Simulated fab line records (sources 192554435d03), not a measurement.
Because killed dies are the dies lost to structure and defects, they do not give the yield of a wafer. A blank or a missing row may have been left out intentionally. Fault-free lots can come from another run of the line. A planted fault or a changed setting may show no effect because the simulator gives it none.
fab line records | flow n5_finfet
record: lots: 24 wafers: 72 last_day: 18
route steps=1938 shown BEOL_M7@1278 BEOL_M8@1334
lots with no fault: from the same line, run without faults
start_h: the number of hours between the record's first day and the start of the first shown wafer of the lot | wait_h: hours since the lot's step before | " repeats the value in the row above | L1.1+2: a single row standing in for several wafers | - value missing, or start not given | * or withheld: withheld | < > ~ a bound
route shown NAME@n: names a module that has steps shown in the file, with the first one's number in the route | usual: mean and standard deviation over wafers with no fault | same: alike in all rows | chamber/n: place in a boat | sites: readings site by site | _std_site: the values' standard deviation | _edge_site: inner sites' mean taken away from outer sites' mean | radius_mm: how far each site lies from the wafer's centre | mask NAME#n: copy n | behind: the last tool/chamber to shape the wafer | hold: reason for holding the lot/hours on hold/outcome of the hold | device: whichever transistor did not switch (one of n, p or np) | end of line: at the end of the route, the tests of the same wafers | for a step that has no rows: nothing shown but its recipe | killed: the dies lost at the first sort to structure and to defects; this is not the yield of the wafer | map: the dies of a wafer, with x for killed, . for not killed, _ for no die there
set.NAME: the run value of the setting; set.NAME@STEP: its run value at that earlier step | model.NAME: the simulator's own value behind a step, which no gauge read
steps of the route over a sample of lots; a table a step, a row a wafer
services: a tool's chamber out of use, with start hour (start_h, from the record's first day; less than 0 if before it), hours out, and reason
== steps ==
step: N5_BEOL_M7_INSPECT_13
recipe: mode: adi inspect_instrument: brightfield
usual: raw_defect_count: 407/91
columns lot.wafer tool chamber start_h wait_h raw_defect_count
L075.3 defect_inspect-02 - 185.92 0.0 392
L075.4 " - " " 327
L075.6 " - " " 261
L074.2 defect_inspect-02 - 201.22 0.0 326
L074.5 " - " " 345
L074.6 " - " " 332
L076.1 defect_inspect-01 - 203.48 0.0 365
L076.3 " - " " 325
L076.5 " - " " 387
L077.1 defect_inspect-02 - 203.76 0.0 359
L077.2 " - " " 295
L077.3 " - " " 441
L078.1 defect_inspect-01 - 215.26 0.0 271
L078.5 " - " " 276
L078.6 " - " " 328
L079.3 defect_inspect-01 - 216.93 0.0 387
L079.5 " - " " 420
L079.6 " - " " 426
L080.3 defect_inspect-01 - 226.39 0.0 428
L080.4 " - " " 336
L080.6 " - " " 305
L081.3 defect_inspect-01 - 229.91 0.0 429
L081.4 " - " " 401
L081.5 " - " " 305
L082.2 defect_inspect-02 - 230.33 0.0 402
L082.3 " - " " 478
L082.6 " - " " 333
L083.2 defect_inspect-01 - 236.08 0.0 413
L083.5 " - " " 347
L083.6 " - " " 357
L084.1 defect_inspect-02 - 249.77 0.0 600
L084.3 " - " " 441
L084.5 " - " " 413
L085.1 defect_inspect-02 - 255.77 0.0 444
L085.3 " - " " 524
L085.4 " - " " 519
L086.2 defect_inspect-01 - 264.48 0.0 608
L086.4 " - " " 469
L086.5 " - " " 589
L087.1 defect_inspect-01 - 285.59 0.0 379
L087.4 " - " " 550
L087.5 " - " " 280
L089.1 defect_inspect-01 - 289.42 0.0 508
L089.4 " - " " 410
L089.6 " - " " 559
L088.2 defect_inspect-01 - 289.66 0.0 341
L088.5 " - " " 270
L088.6 " - " " 224
L090.2 defect_inspect-02 - 295.13 0.0 375
L090.4 " - " " 289
L090.5 " - " " 373
L091.2 defect_inspect-01 - 298.00 0.0 314
L091.5 " - " " 289
L091.6 " - " " 220
L093.1 defect_inspect-02 - 308.08 0.0 529
L093.2 " - " " 434
L093.6 " - " " 427
L094.1 defect_inspect-01 - 312.31 0.0 311
L094.4 " - " " 510
L094.5 " - " " 503
L092.4 defect_inspect-02 - 312.55 0.0 504
L092.5 " - " " 508
L092.6 " - " " 414
L095.1 defect_inspect-02 - 320.21 0.0 539
L095.3 " - " " 487
L095.4 " - " " 392
L096.3 defect_inspect-02 - 329.19 0.0 358
L096.4 " - " " 491
L096.6 " - " " 498
L097.2 defect_inspect-02 - 331.93 0.0 588
L097.3 " - " " 451
L097.5 " - " " 544
step: N5_BEOL_M7_STRIP_19
recipe: chemistry: O2 power_w: 400 temp_c: 40 pressure_mtorr: 30 rf_frequency_hz: 6e+07 bias_power_w: 0 overash_fraction: 0.2 o2_flow_sccm: 225
usual: drypump_motor_current_A: 5.6/0.43 oes_product_au: 0.82/0.098 rf_vpp_V: 3.6/0.62 showerhead_plenum_p_Torr: 2.06/0.065 throttle_valve_pct: 16.47/0.23
columns lot.wafer tool chamber start_h wait_h drypump_motor_current_A oes_product_au rf_hours_counter_h rf_vpp_V showerhead_plenum_p_Torr throttle_valve_pct
L075.3 rie_diel-03 3 186.66 0.1 5.7 0.67 239 4.0 2.07 16.86
L075.4 " 1 " " 6.3 0.68 243 3.5 2.15 17.08
L075.6 " 3 " " 5.7 0.68 - 2.7 2.07 16.87
L074.2 rie_diel-03 1 201.64 0.1 6.3 0.68 247 3.6 2.15 17.10
L074.5 " 3 " " 5.7 0.68 - 3.1 2.07 16.84
L074.6 " 2 " " 5.0 0.95 - 3.1 2.12 16.21
L076.1 rie_diel-03 3 203.91 0.1 5.7 0.66 243 4.2 2.07 16.85
L076.3 " 2 " " 5.0 0.95 11 2.6 2.12 16.20
L076.5 " 3 " " 5.7 0.67 - 4.4 2.07 16.87
L077.1 rie_diel-01 2 204.32 0.1 5.2 0.77 139 3.7 2.02 16.62
L077.2 " 1 " " 5.7 0.85 81 3.7 2.03 16.36
L077.3 " 3 " " 5.6 0.75 158 2.9 2.17 16.47
L078.1 rie_diel-04 1 215.77 0.2 5.7 0.76 149 4.1 1.93 16.50
L078.5 " 0 " " 5.8 0.67 - 3.4 2.05 16.95
L078.6 " 1 " " 5.7 0.75 - 3.1 1.93 16.48
L079.3 rie_diel-04 1 217.35 0.1 5.7 0.76 149 3.7 1.93 16.50
L079.5 " 1 " " 5.7 0.76 - 3.2 1.93 16.52
L079.6 " 0 " " 5.8 0.68 - 3.0 2.05 16.94
L080.3 rie_diel-01 0 226.91 0.1 4.9 0.90 21 4.0 2.06 16.30
L080.4 " 2 " " 5.2 0.77 147 3.0 2.02 16.64
L080.6 " 0 " " 4.9 0.90 - 3.3 2.06 16.32
L081.3 rie_diel-01 2 230.62 0.1 5.2 0.77 148 3.6 2.02 16.63
L081.4 " 0 " " 5.0 0.89 22 3.7 2.06 16.29
L081.5 " 1 " " 5.8 0.84 - 3.3 2.03 16.38
L082.2 rie_diel-01 1 231.10 0.1 5.8 0.83 88 4.1 2.03 16.37
L082.3 " 0 " " 5.0 0.89 22 3.9 2.06 16.32
L082.6 " 0 " " 5.0 0.90 - 4.2 2.06 16.30
L083.2 rie_diel-01 1 236.51 0.1 5.8 0.84 91 3.8 2.03 16.38
L083.5 " 3 " " 5.6 0.75 - 4.3 2.17 16.49
L083.6 " 2 " " 5.2 0.76 - 3.7 2.02 16.65
L084.1 rie_diel-04 1 250.33 0.1 5.7 0.75 162 3.3 1.93 16.53
L084.3 " 3 " " 5.1 0.68 226 4.5 1.98 16.61
L084.5 " 3 " " 5.1 0.68 - 2.9 1.98 16.62
L085.1 rie_diel-01 2 256.23 0.1 5.2 0.76 159 4.8 2.02 16.66
L085.3 " 1 " " 5.8 0.82 99 3.4 2.02 16.40
L085.4 " 0 " " 4.9 0.88 27 4.6 2.06 16.31
L086.2 rie_diel-03 1 265.03 0.2 6.3 0.91 14 3.8 2.15 16.70
L086.4 " 1 " " 6.3 0.91 - 3.5 2.15 16.70
L086.5 " 0 " " 6.0 1.01 - 4.2 2.04 16.03
L087.1 rie_diel-04 1 286.01 0.1 5.7 0.73 172 2.7 1.92 16.55
L087.4 " 2 " " 6.2 0.83 80 3.7 2.12 16.23
L087.5 " 0 " " 5.8 0.95 - 2.9 2.05 16.50
L089.1 rie_diel-01 2 289.95 0.2 5.2 0.75 170 3.5 2.01 16.67
L089.4 " 1 " " 5.7 0.81 110 3.8 2.02 16.40
L089.6 " 3 " " 5.6 0.73 - 4.3 2.16 16.53
L088.2 rie_diel-01 2 290.09 0.1 5.2 0.74 170 5.0 2.01 16.68
L088.5 " 0 " " 4.9 0.89 - 3.6 2.06 16.33
L088.6 " 3 " " 5.6 0.74 - 5.2 2.16 16.54
L090.2 rie_diel-04 0 295.55 0.1 5.8 0.93 9 3.8 2.05 16.52
L090.4 " 2 " " 6.2 0.84 83 2.6 2.12 16.24
L090.5 " 3 " " 5.2 0.67 - 2.5 1.98 16.63
L091.2 rie_diel-03 1 298.46 0.1 6.3 0.88 25 3.6 2.14 16.74
L091.5 " 1 " " 6.3 0.89 - 4.5 2.14 16.72
L091.6 " 0 " " 6.1 0.96 - 3.5 2.03 16.04
L093.1 rie_diel-03 1 308.50 0.1 6.3 0.87 27 4.0 2.14 16.70
L093.2 " 0 " " 6.0 0.95 14 2.7 2.03 16.05
L093.6 " 0 " " 6.0 0.95 - 3.8 2.03 16.09
L094.1 rie_diel-04 3 312.87 0.1 5.2 0.66 244 3.4 1.98 16.65
L094.4 " 1 " " 5.7 0.72 181 3.9 1.92 16.57
L094.5 " 0 " " 5.8 0.92 - 3.4 2.05 16.52
L092.4 rie_diel-04 1 313.00 0.1 5.7 0.73 181 3.6 1.92 16.56
L092.5 " 2 " " 6.2 0.82 - 4.0 2.12 16.22
L092.6 " 1 " " 5.7 0.72 - 2.8 1.92 16.56
L095.1 rie_diel-03 0 320.64 0.1 6.0 0.94 18 3.1 2.03 16.06
L095.3 " 3 " " 5.7 0.94 11 3.6 2.06 16.46
L095.4 " 2 " " 5.0 0.86 53 2.9 2.11 16.28
L096.3 rie_diel-03 1 329.62 0.1 6.3 0.87 33 3.1 2.14 16.73
L096.4 " 3 " " 5.7 0.92 13 3.6 2.06 16.47
L096.6 " 3 " " 5.7 0.93 - 4.3 2.06 16.49
L097.2 rie_diel-03 0 332.35 0.1 6.0 0.93 21 3.6 2.03 16.05
L097.3 " 2 " " 5.0 0.85 56 3.4 2.11 16.28
L097.5 " 2 " " 5.0 0.86 - 3.2 2.11 16.30
step: N5_BEOL_M7_INSPECT_58
recipe: inspect_instrument: darkfield mode: post_dep
usual: raw_defect_count: 78/28
columns lot.wafer tool chamber start_h wait_h raw_defect_count
L075.3 defect_inspect-01 - 192.50 0.0 79
L075.4 " - " " 35
L075.6 " - " " 80
L074.2 defect_inspect-02 - 207.42 0.0 66
L074.5 " - " " 64
L074.6 " - " " 79
L077.1 defect_inspect-02 - 208.20 0.0 106
L077.2 " - " " 135
L077.3 " - " " 58
L076.1 defect_inspect-02 - 208.21 0.0 47
L076.3 " - " " 94
L076.5 " - " " 98
L079.3 defect_inspect-01 - 223.05 0.0 153
L079.5 " - " " 84
L079.6 " - " " 98
L078.1 defect_inspect-02 - 223.32 0.0 75
L078.5 " - " " 53
L078.6 " - " " 99
L080.3 defect_inspect-01 - 230.57 0.0 76
L080.4 " - " " 103
L080.6 " - " " 143
L081.3 defect_inspect-02 - 234.03 0.0 100
L081.4 " - " " 94
L081.5 " - " " 89
L082.2 defect_inspect-01 - 236.76 0.0 76
L082.3 " - " " 40
L082.6 " - " " 68
L083.2 defect_inspect-02 - 241.82 0.0 63
L083.5 " - " " 68
L083.6 " - " " 74
L084.1 defect_inspect-02 - 257.02 0.0 118
L084.3 " - " " 127
L084.5 " - " " 165
L085.1 defect_inspect-01 - 261.40 0.0 74
L085.3 " - " " 73
L085.4 " - " " 70
L086.2 defect_inspect-01 - 270.77 0.0 54
L086.4 " - " " 46
L086.5 " - " " 63
L087.1 defect_inspect-01 - 291.44 0.2 56
L087.4 " - " " 50
L087.5 " - " " 75
L089.1 defect_inspect-01 - 293.35 0.0 30
L089.4 " - " " 61
L089.6 " - " " 61
L088.2 defect_inspect-02 - 295.56 0.0 67
L088.5 " - " " 50
L088.6 " - " " 48
L090.2 defect_inspect-01 - 300.55 0.0 111
L090.4 " - " " 101
L090.5 " - " " 53
L091.2 defect_inspect-01 - 302.98 0.0 89
L091.5 " - " " 72
L091.6 " - " " 59
L093.1 defect_inspect-02 - 312.86 0.0 121
L093.2 " - " " 106
L093.6 " - " " 93
L094.1 defect_inspect-01 - 317.35 0.0 56
L094.4 " - " " 45
L094.5 " - " " 52
L092.4 defect_inspect-01 - 317.90 0.0 53
L092.5 " - " " 44
L092.6 " - " " 44
L095.1 defect_inspect-02 - 326.83 0.0 108
L095.3 " - " " 136
L095.4 " - " " 74
L096.3 defect_inspect-01 - 334.13 0.0 77
L096.4 " - " " 70
L096.6 " - " " 101
L097.2 defect_inspect-01 - 337.30 0.0 61
L097.3 " - " " 47
L097.5 " - " " 46
step: N5_BEOL_M8_THK_MEAS_01
recipe: reads: SiCOH_lowk_of_BEOL_M8_ILD_DEP_00
usual: M8_ILD_THK: 155.5/1.9
columns lot.wafer tool chamber start_h wait_h M8_ILD_THK[nm]
L075.3 film_metro-02 - 193.12 0.3 152.1
L075.4 " - " " 154.1
L075.6 " - " " 156.0
L074.2 film_metro-02 - 208.06 0.4 154.1
L074.5 " - " " 156.4
L074.6 " - " " 156.6
L076.1 film_metro-02 - 208.82 0.4 154.0
L076.3 " - " " 155.3
L076.5 " - " " 159.4
L077.1 film_metro-01 - 209.02 0.4 152.8
L077.2 " - " " 150.9
L077.3 " - " " 154.7
L079.3 film_metro-02 - 223.67 0.3 156.8
L079.5 " - " " 157.3
L079.6 " - " " 158.2
L078.1 film_metro-01 - 223.96 0.4 156.5
L078.5 " - " " 158.4
L078.6 " - " " 156.1
L080.3 film_metro-02 - 231.42 0.3 153.1
L080.4 " - " " 156.5
L080.6 " - " " 155.3
L081.3 film_metro-01 - 234.65 0.3 155.2
L081.4 " - " " 158.2
L081.5 " - " " 158.7
L082.2 film_metro-02 - 237.37 0.4 155.7
L082.3 " - " " 157.3
L082.6 " - " " 158.5
L083.2 film_metro-02 - 242.43 0.4 153.3
L083.5 " - " " 157.3
L083.6 " - " " 159.3
L084.1 film_metro-02 - 257.63 0.4 155.0
L084.3 " - " " 153.4
L084.5 " - " " 157.1
L085.1 film_metro-02 - 262.50 0.8 151.4
L085.3 " - " " 153.7
L085.4 " - " " 155.2
L086.2 film_metro-02 - 272.19 0.7 155.6
L086.4 " - " " 156.9
L086.5 " - " " 155.8
L087.1 film_metro-01 - 292.23 0.4 154.1
L087.4 " - " " 157.3
L087.5 " - " " 155.3
L089.1 film_metro-01 - 293.97 0.4 154.1
L089.4 " - " " 158.3
L089.6 " - " " 156.2
L088.2 film_metro-01 - 296.18 0.4 155.0
L088.5 " - " " 158.0
L088.6 " - " " 153.0
L090.2 film_metro-01 - 301.61 0.4 155.3
L090.4 " - " " 157.1
L090.5 " - " " 158.4
L091.2 film_metro-01 - 303.60 0.4 155.7
L091.5 " - " " 155.8
L091.6 " - " " 158.2
L093.1 film_metro-02 - 313.48 0.4 151.1
L093.2 " - " " 153.3
L093.6 " - " " 155.7
L094.1 film_metro-01 - 318.00 0.4 152.7
L094.4 " - " " 156.1
L094.5 " - " " 156.1
L092.4 film_metro-01 - 318.59 0.2 153.8
L092.5 " - " " 153.9
L092.6 " - " " 157.3
L095.1 film_metro-01 - 327.44 0.4 153.0
L095.3 " - " " 154.1
L095.4 " - " " 155.8
L096.3 film_metro-01 - 334.93 0.3 154.3
L096.4 " - " " 157.2
L096.6 " - " " 157.0
L097.2 film_metro-01 - 337.93 0.4 155.3
L097.3 " - " " 153.1
L097.5 " - " " 158.0
step: N5_BEOL_M8_DESCUM_16
recipe: chemistry: O2 time_s: 7.9 source_power_w: 50 bias_power_w: 20 pressure_mtorr: 20 rf_frequency_hz: 2.712e+07 temp_c: 40 resist: CAR-ArF o2_flow_sccm: 225
usual: drypump_motor_current_A: 5.5/0.48 oes_product_au: 0.82/0.076 rf_vpp_V: 243.2/1.4 showerhead_plenum_p_Torr: 2.10/0.078 throttle_valve_pct: 20.23/0.28
columns lot.wafer tool chamber start_h wait_h drypump_motor_current_A oes_product_au rf_hours_counter_h rf_vpp_V showerhead_plenum_p_Torr throttle_valve_pct
L075.3 rie_diel-02 0 195.83 0.3 5.7 0.83 72 243.5 2.04 20.10
L075.4 " 1 " " 6.0 0.69 219 242.9 2.16 20.52
L075.6 " 1 " " 6.0 0.70 - 244.6 2.16 20.55
L074.2 rie_diel-05 1 209.89 0.1 4.9 0.90 28 243.9 2.05 19.80
L074.5 " 0 " " 5.2 0.79 - 243.2 2.02 20.15
L074.6 " 2 " " 5.6 0.77 - 243.2 2.10 20.34
L076.1 rie_diel-05 0 210.94 0.7 5.2 0.80 118 242.2 2.02 20.17
L076.3 " 1 " " 4.8 0.90 29 242.1 2.05 19.80
L076.5 " 1 " " 4.9 0.90 - 243.1 2.05 19.78
L077.1 rie_diel-02 3 211.12 0.9 5.8 0.79 121 241.0 2.09 20.15
L077.2 " 1 " " 6.0 0.70 227 243.0 2.15 20.56
L077.3 " 0 " " 5.7 0.83 80 241.7 2.04 20.11
L079.3 rie_diel-05 0 226.01 0.2 5.2 0.79 125 240.9 2.02 20.16
L079.5 " 0 " " 5.2 0.79 - 241.0 2.02 20.17
L079.6 " 3 " " 5.4 0.96 - 241.5 2.07 20.11
L078.1 rie_diel-06 3 226.50 0.3 6.7 0.69 225 244.4 2.18 20.85
L078.5 " 0 " " 5.0 0.88 - 245.1 2.22 20.10
L078.6 " 3 " " 6.6 0.70 - 244.2 2.18 20.86
L080.3 rie_diel-05 2 232.56 0.0 5.6 0.77 133 242.5 2.10 20.36
L080.4 " 1 " " 4.9 0.87 39 241.0 2.05 19.82
L080.6 " 1 " " 4.9 0.87 - 243.6 2.05 19.81
L081.3 rie_diel-05 0 236.61 0.5 5.2 0.78 129 242.6 2.01 20.16
L081.4 " 2 " " 5.6 0.77 135 243.3 2.10 20.35
L081.5 " 1 " " 4.8 0.86 - 242.6 2.05 19.81
L082.2 rie_diel-05 0 238.99 0.0 5.2 0.77 130 243.6 2.01 20.17
L082.3 " 2 " " 5.6 0.76 136 242.3 2.10 20.36
L082.6 " 2 " " 5.6 0.76 - 242.9 2.10 20.37
L083.2 rie_diel-06 1 243.79 0.1 5.1 0.96 1 242.4 2.05 20.03
L083.5 " 2 " " 6.5 0.69 - 241.3 1.99 21.13
L083.6 " 1 " " 5.1 0.96 - 242.5 2.05 20.03
L084.1 rie_diel-02 1 259.30 0.0 6.0 0.69 247 245.5 2.15 20.57
L084.3 " 2 " " 5.4 0.84 67 242.3 2.24 20.13
L084.5 " 2 " " 5.3 0.83 - 244.6 2.24 20.13
L085.1 rie_diel-02 2 264.59 0.0 5.3 0.84 69 244.3 2.24 20.13
L085.3 " 0 " " 5.7 0.81 103 240.8 2.03 20.16
L085.4 " 1 " " 6.0 0.69 249 244.2 2.15 20.58
L086.2 rie_diel-02 3 273.84 0.1 5.8 0.77 147 243.1 2.09 20.18
L086.4 " 2 " " 5.3 0.84 - 245.3 2.23 20.16
L086.5 " 0 " " 5.7 0.79 - 241.4 2.03 20.14
L087.1 rie_diel-05 2 292.78 0.0 5.6 0.75 154 243.2 2.09 20.39
L087.4 " 0 " " 5.3 0.76 151 240.9 2.01 20.20
L087.5 " 3 " " 5.3 0.89 - 244.0 2.06 20.15
L089.1 rie_diel-02 1 295.17 0.0 6.0 0.95 2 244.1 2.14 20.31
L089.4 " 3 " " 5.8 0.75 156 243.9 2.08 20.19
L089.6 " 0 " " 5.7 0.78 - 242.9 2.02 20.17
L088.2 rie_diel-06 1 298.41 0.1 5.1 0.89 23 243.4 2.04 20.07
L088.5 " 3 " " 6.6 0.68 - 244.6 2.17 20.90
L088.6 " 0 " " 5.0 0.84 - 243.9 2.21 20.14
L090.2 rie_diel-06 0 303.33 0.4 5.0 0.84 95 244.9 2.21 20.13
L090.4 " 2 " " 6.4 1.00 - 246.8 2.25 20.82
L090.5 " 1 " " 5.1 0.88 - 242.2 2.04 20.06
L091.2 rie_diel-06 2 307.64 0.1 6.4 0.97 3 244.8 2.25 20.84
L091.5 " 0 " " 5.0 0.83 - 245.3 2.21 20.15
L091.6 " 2 " " 6.5 0.98 - 246.0 2.25 20.84
L093.1 rie_diel-02 1 316.17 0.4 6.0 0.93 8 242.5 2.14 20.31
L093.2 " 0 " " 5.7 0.77 122 242.6 2.02 20.17
L093.6 " 0 " " 5.7 0.77 - 241.9 2.02 20.17
L094.1 rie_diel-02 0 320.20 0.1 5.7 0.77 123 242.2 2.02 20.18
L094.4 " 1 " " 6.0 0.90 9 245.0 2.14 20.31
L094.5 " 1 " " 6.0 0.92 - 244.0 2.14 20.31
L092.4 rie_diel-02 0 320.57 0.2 5.7 0.78 123 242.2 2.02 20.17
L092.5 " 1 " " 6.0 0.92 - 244.7 2.14 20.30
L092.6 " 0 " " 5.7 0.78 - 243.5 2.02 20.17
L095.1 rie_diel-06 3 329.43 0.0 6.6 1.01 5 244.2 2.17 20.49
L095.3 " 2 " " 6.4 0.94 12 243.9 2.25 20.86
L095.4 " 0 " " 5.0 0.82 104 244.7 2.20 20.17
L096.3 rie_diel-05 0 336.85 0.0 5.2 0.75 - 240.1 2.00 20.22
L096.4 " 1 " " 4.8 0.82 - 242.8 2.04 19.88
L096.6 " 1 " " 4.8 0.82 - 242.6 2.04 19.86
L097.2 rie_diel-02 2 338.72 0.0 5.3 0.80 97 243.4 2.23 20.19
L097.3 " 0 " " 5.7 0.76 129 242.2 2.02 20.18
L097.5 " 0 " " 5.7 0.77 - 242.7 2.02 20.17
step: N5_BEOL_M8_ETCH_61
recipe: chemistry: CF4 target: SiARC target_depth_a: 455 mask_material: CAR-ArF time_s: 75.8 ion_energy_ev: 80 pressure_mtorr: 40 source_w: 545 bias_w: 36 Ar_flow_sccm: 100 cf4_flow_sccm: 100 ends: cleared
usual: drypump_motor_current_A: 5.5/0.49 etch_rf_on_time_s: 75.8/2.1 oes_product_au: 0.70/0.067 rf_vpp_V: 184.0/1.2 showerhead_plenum_p_Torr: 2.14/0.07 throttle_valve_pct: 15.39/0.25
columns lot.wafer tool chamber start_h wait_h drypump_motor_current_A etch_rf_on_time_s oes_product_au rf_hours_counter_h rf_vpp_V showerhead_plenum_p_Torr throttle_valve_pct
L075.3 rie_diel-02 0 195.86 0.0 5.7 74.4 0.71 72 183.1 2.09 15.26
L075.4 " 1 " " 6.0 77.3 0.61 219 185.8 2.19 15.73
L075.6 " 1 " " 6.0 77.3 0.60 - 184.2 2.19 15.72
L074.2 rie_diel-05 1 209.93 0.0 4.8 74.5 0.77 28 182.6 2.10 15.04
L074.5 " 0 " " 5.3 78.9 0.66 - 183.6 2.07 15.30
L074.6 " 2 " " 5.6 78.9 0.65 - 183.2 2.15 15.53
L076.1 rie_diel-05 0 210.97 0.0 5.2 78.9 0.66 118 182.5 2.07 15.29
L076.3 " 1 " " 4.9 74.1 0.78 29 183.5 2.10 15.05
L076.5 " 1 " " 4.8 75.5 0.77 - 181.4 2.10 15.05
L077.1 rie_diel-02 3 211.16 0.0 5.8 74.8 0.68 121 182.9 2.15 15.40
L077.2 " 1 " " 6.0 76.3 0.60 227 184.7 2.19 15.74
L077.3 " 0 " " 5.7 73.2 0.71 80 182.3 2.09 15.27
L079.3 rie_diel-05 0 226.04 0.0 5.2 79.9 0.65 125 183.2 2.06 15.33
L079.5 " 0 " " 5.2 79.1 0.65 - 182.4 2.06 15.33
L079.6 " 3 " " 5.4 77.4 0.80 - 184.2 2.11 15.16
L078.1 rie_diel-06 3 226.53 0.0 6.7 78.0 0.59 225 185.1 2.20 15.91
L078.5 " 0 " " 5.0 73.6 0.75 - 185.1 2.26 15.29
L078.6 " 3 " " 6.6 77.9 0.59 - 184.8 2.20 15.93
L080.3 rie_diel-05 2 232.60 0.0 5.6 78.5 0.65 133 183.1 2.15 15.56
L080.4 " 1 " " 4.9 75.3 0.75 39 184.6 2.10 15.07
L080.6 " 1 " " 4.9 75.3 0.75 - 184.1 2.10 15.07
L081.3 rie_diel-05 0 236.64 0.0 5.2 79.4 0.65 129 184.3 2.06 15.32
L081.4 " 2 " " 5.6 78.8 0.65 135 184.3 2.15 15.55
L081.5 " 1 " " 4.8 75.0 0.75 - 184.3 2.10 15.08
L082.2 rie_diel-05 0 239.03 0.0 5.3 78.0 0.65 130 184.1 2.06 15.30
L082.3 " 2 " " 5.6 77.0 0.65 136 184.4 2.15 15.56
L082.6 " 2 " " 5.6 78.4 0.64 - 185.6 2.15 15.55
L083.2 rie_diel-06 1 243.82 0.0 5.1 72.5 0.83 1 184.1 2.11 15.21
L083.5 " 2 " " 6.4 74.0 0.59 - 182.9 2.04 16.27
L083.6 " 1 " " 5.1 72.0 0.83 - 181.9 2.11 15.21
L084.1 rie_diel-02 1 259.34 0.0 6.0 76.9 0.59 247 185.1 2.18 15.77
L084.3 " 2 " " 5.4 77.7 0.71 67 186.7 2.25 15.17
L084.5 " 2 " " 5.4 78.1 0.71 - 184.1 2.25 15.18
L085.1 rie_diel-02 2 264.62 0.0 5.3 76.2 0.71 69 186.2 2.25 15.16
L085.3 " 0 " " 5.7 73.6 0.69 103 183.6 2.08 15.33
L085.4 " 1 " " 6.0 75.4 0.59 249 186.6 2.18 15.78
L086.2 rie_diel-02 3 273.87 0.0 5.8 75.4 0.65 147 183.6 2.14 15.45
L086.4 " 2 " " 5.3 77.8 0.71 - 185.3 2.25 15.17
L086.5 " 0 " " 5.7 74.7 0.68 - 183.5 2.08 15.33
L087.1 rie_diel-05 2 292.82 0.0 5.6 79.0 0.63 154 182.4 2.14 15.58
L087.4 " 0 " " 5.2 79.7 0.63 151 182.9 2.06 15.36
L087.5 " 3 " " 5.4 78.4 0.75 - 183.6 2.10 15.22
L089.1 rie_diel-02 1 295.20 0.0 6.1 76.3 0.82 2 184.4 2.18 15.33
L089.4 " 3 " " 5.8 76.0 0.65 156 184.3 2.14 15.45
L089.6 " 0 " " 5.7 74.4 0.68 - 182.9 2.08 15.36
L088.2 rie_diel-06 1 298.45 0.0 5.1 71.5 0.77 23 182.8 2.10 15.24
L088.5 " 3 " " 6.7 77.9 0.57 - 185.4 2.19 15.96
L088.6 " 0 " " 5.0 73.9 0.72 - 185.5 2.25 15.34
L090.2 rie_diel-06 0 303.36 0.0 5.0 74.6 0.72 95 185.6 2.25 15.35
L090.4 " 2 " " 6.4 72.8 0.86 - 185.4 2.29 15.80
L090.5 " 1 " " 5.1 71.9 0.76 - 183.4 2.10 15.25
L091.2 rie_diel-06 2 307.67 0.0 6.4 73.5 0.84 3 187.3 2.29 15.81
L091.5 " 0 " " 5.0 75.5 0.71 - 185.5 2.25 15.34
L091.6 " 2 " " 6.4 73.5 0.83 - 185.0 2.29 15.80
L093.1 rie_diel-02 1 316.21 0.0 6.0 75.7 0.79 8 184.5 2.18 15.33
L093.2 " 0 " " 5.7 74.5 0.68 122 183.6 2.08 15.35
L093.6 " 0 " " 5.7 74.0 0.67 - 183.0 2.08 15.36
L094.1 rie_diel-02 0 320.23 0.0 5.7 73.8 0.68 123 183.5 2.07 15.36
L094.4 " 1 " " 6.0 74.7 0.78 9 184.7 2.18 15.33
L094.5 " 1 " " 6.0 75.1 0.79 - 183.8 2.18 15.32
L092.4 rie_diel-02 0 320.60 0.0 5.7 74.3 0.67 123 183.5 2.08 15.37
L092.5 " 1 " " 6.0 75.9 0.78 - 183.3 2.18 15.32
L092.6 " 0 " " 5.7 74.8 0.67 - 183.7 2.07 15.35
L095.1 rie_diel-06 3 329.46 0.0 6.6 73.2 0.86 5 184.7 2.19 15.47
L095.3 " 2 " " 6.4 72.9 0.81 12 186.1 2.29 15.84
L095.4 " 0 " " 5.0 75.1 0.71 105 185.1 2.25 15.36
L096.3 rie_diel-05 0 336.91 0.0 5.3 79.3 0.62 - 182.1 2.05 15.39
L096.4 " 1 " " 4.8 75.7 0.72 - 182.1 2.09 15.14
L096.6 " 1 " " 4.8 75.0 0.72 - 185.2 2.09 15.15
L097.2 rie_diel-02 2 338.75 0.0 5.3 77.6 0.69 97 185.5 2.24 15.22
L097.3 " 0 " " 5.7 74.3 0.66 129 182.7 2.07 15.37
L097.5 " 0 " " 5.7 74.6 0.66 - 184.1 2.07 15.37
== services ==
columns tool chamber start_h hours kind
rie_diel-06 2 168.37 33.9 repair
rie_diel-01 1 186.61 6.5 repair
rie_diel-06 - 195.13 28.1 pm
rie_diel-05 3 198.03 - clean
rie_diel-05 3 198.03 - consumable_replace:focus_ring
rie_diel-05 3 198.03 19.4 scheduled_down
rie_diel-05 3 198.03 19.4 vent_cycle
rie_diel-04 3 198.65 1.7 repair
rie_diel-01 1 218.33 2.2 repair
rie_diel-06 1 223.23 - clean
rie_diel-04 - 237.68 2.8 pm
rie_diel-05 - 250.18 0.4 repair
rie_diel-01 0 254.85 1.3 repair
rie_diel-02 1 268.76 - clean
rie_diel-02 1 268.76 - consumable_replace:focus_ring
rie_diel-02 1 268.76 20.5 scheduled_down
rie_diel-02 1 268.76 20.5 vent_cycle
rie_diel-01 0 269.55 3.6 repair
rie_diel-04 - 288.48 2.1 repair
rie_diel-01 1 305.80 8.6 repair
rie_diel-05 2 325.98 13.5 repair
rie_diel-05 - 330.64 3.9 repair
rie_diel-05 3 336.29 3.1 repair
rie_diel-03 1 336.61 1.6 repair
== key ==
fault none
